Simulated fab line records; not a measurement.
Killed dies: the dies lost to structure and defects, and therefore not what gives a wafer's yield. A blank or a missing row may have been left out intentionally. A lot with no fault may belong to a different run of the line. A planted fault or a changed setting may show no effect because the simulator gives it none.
A single fault, viewed from 2 desks	flow n5 finfet	only its own numbers are on each desk; what lay behind them is given at the end

== AT THE TOOL OWNER'S DESK: pvd sputter-01 ==
The tool's own readings at N5_BEOL_M13_SPUTTER_44 (material Ta, target thk 10 nm, time 16.13 s): means of the sampled wafers that have a number, for each lot that ran on this tool. If a lot's mean is further than 4 standard deviations from the usual mean, the lot is out of limits and carries the mark OUT (the distance appears in the brackets).
Columns: A = bias v at N5_BEOL_M13_SPUTTER_44, usual 80.0 V; B = cathode dc power W at N5_BEOL_M13_SPUTTER_44, usual 15000 W; C = susceptor temp C at N5_BEOL_M13_SPUTTER_44, usual 50.00 C; D = throttle valve pct at N5_BEOL_M13_SPUTTER_44, usual 30.8 %
lot	first seen here	A	B	C	D
L980	day 17 07:21	80.4	15000	49.99	31.0
L979	day 17 22:54	79.4	15003	50.08	30.4
L982	day 18 15:26	80.8	15001	50.18	30.6
L984	day 18 15:48	79.0	15002	49.97	30.9
This desk found nothing out of limits on any of the 4 lots.

== AT THE METROLOGY DESK ==
What the gauges read for every lot (on any tool): the sampled wafers with a number, averaged. If a lot's mean is further than 4 standard deviations from the usual mean, the lot is out of limits and carries the mark OUT (the distance appears in the brackets). Of its 12 readings 7 are shown: those that lie furthest out on some lot.
Columns: A = DIBL_N at N5_BEOL_M4_RC_MEAS_101, usual 35.1 mV/V; B = IOFF_N at N5_BEOL_M4_RC_MEAS_101, usual 0.143 nA/um; C = IOFF_P at N5_BEOL_M4_RC_MEAS_101, usual 0.21 nA/um; D = ION_N at N5_BEOL_M4_RC_MEAS_101, usual 671 uA/um; E = ION_P at N5_BEOL_M4_RC_MEAS_101, usual 463 uA/um; F = VT_P at N5_BEOL_M4_RC_MEAS_101, usual -250 mV; G = M13_THK at N5_BEOL_M13_THK_MEAS_50, usual 417 nm
lot	first seen here	A	B	C	D	E	F	G
L964	day 9 04:28	33.6	0.133	0.17	674	458	-254	409
L966	day 9 19:20	32.2	0.118	0.19	662	464	-247	417
L972	day 11 10:08	34.9	0.125	0.17	665	458	-255	435
L973	day 11 23:14	37.7	0.182	0.29	688	477	-242	428
L979	day 13 23:04	34.4	0.148	0.21	678	466	-247	423
L980	day 14 05:44	34.4	0.125	0.19	662	464	-250	422
L982	day 14 19:01	35.7	0.171	0.22	677	459	-249	421
L983	day 15 03:55	36.5	0.151	0.25	674	470	-245	423
L984	day 15 04:52	35.0	0.135	0.22	668	466	-248	420
This desk found nothing out of limits on any of the 9 lots.

== ALL TOGETHER ==
The tool owner's desk saw nothing out of limits.
Metrology desk: nothing out of limits seen.

== WHAT THE SIMULATOR HAD INSERTED ==
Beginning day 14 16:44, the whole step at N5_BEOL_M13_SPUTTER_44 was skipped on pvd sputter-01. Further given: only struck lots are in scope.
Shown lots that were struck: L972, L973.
